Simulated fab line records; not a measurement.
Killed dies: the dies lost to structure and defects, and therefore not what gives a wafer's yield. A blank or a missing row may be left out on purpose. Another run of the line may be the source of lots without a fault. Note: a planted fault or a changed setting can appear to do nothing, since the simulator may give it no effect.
Chamber matching -- flow nand harc -- NHARC_A_CHANNEL_FILL_D1_CMP_10 on cmp-01 has 4 sister chambers
The step polishes, target thk 150 nm. 8 wafers are shown with their chamber, then 10 later ones without.

## WAFERS, EACH WITH ITS CHAMBER
wafer,chamber,motor current A (A),time to endpoint s (s)
L081.3,1,9.7,10.5
L081.4,2,12.5,15.1
L084.5,2,12.5,20.4
L084.6,1,9.9,12.4
L086.3,3,12.5,14.6
L086.5,0,12.2,15.3
L090.1,0,12.7,16.3
L090.2,3,12.4,14.7

## WAFERS WITHOUT THEIR CHAMBER
wafer,motor current A (A),time to endpoint s (s)
L090.4,12.5,17.7
L094.3,12.4,19.3
L094.4,13.1,16.4
L094.6,11.9,15.2
L095.1,12.6,17.8
L095.2,12.9,15.9
L095.4,9.9,13.3
L097.2,10.2,12.6
L097.3,12.6,17.9
L097.4,12.2,12.7

## THE CHAMBER EACH PASSED THROUGH
wafer,from the rows above,in truth
L090.4,can't be placed: 2 or 0 or 3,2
L094.3,can't be placed: 2 or 0 or 3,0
L094.4,can't be placed: 2 or 0 or 3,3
L094.6,can't be placed: 3 or 0 or 2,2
L095.1,can't be placed: 2 or 0 or 3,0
L095.2,can't be placed: 2 or 0 or 3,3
L095.4,1,1
L097.2,1,1
L097.3,can't be placed: 2 or 0 or 3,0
L097.4,can't be placed: 3 or 0 or 2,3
2 of 10 placed correctly. Not placeable from these rows: 8 (in 8, the candidates include the true chamber). Number placed wrongly: 0.
How it was worked out, from the rows above alone: a wafer's distance from a chamber is the root of the sum, over the readings, of the square of ((its reading less the chamber's mean) divided by the reading's scatter). The wafer belongs to the nearest chamber; if the next one is less than 2 further off, it can't be placed. Each chamber's mean is taken over the wafers shown for it. The scatter: take each reading less its chamber's mean, square it, sum over the shown wafers, divide by the number of wafers less the number of chambers, and take the root.
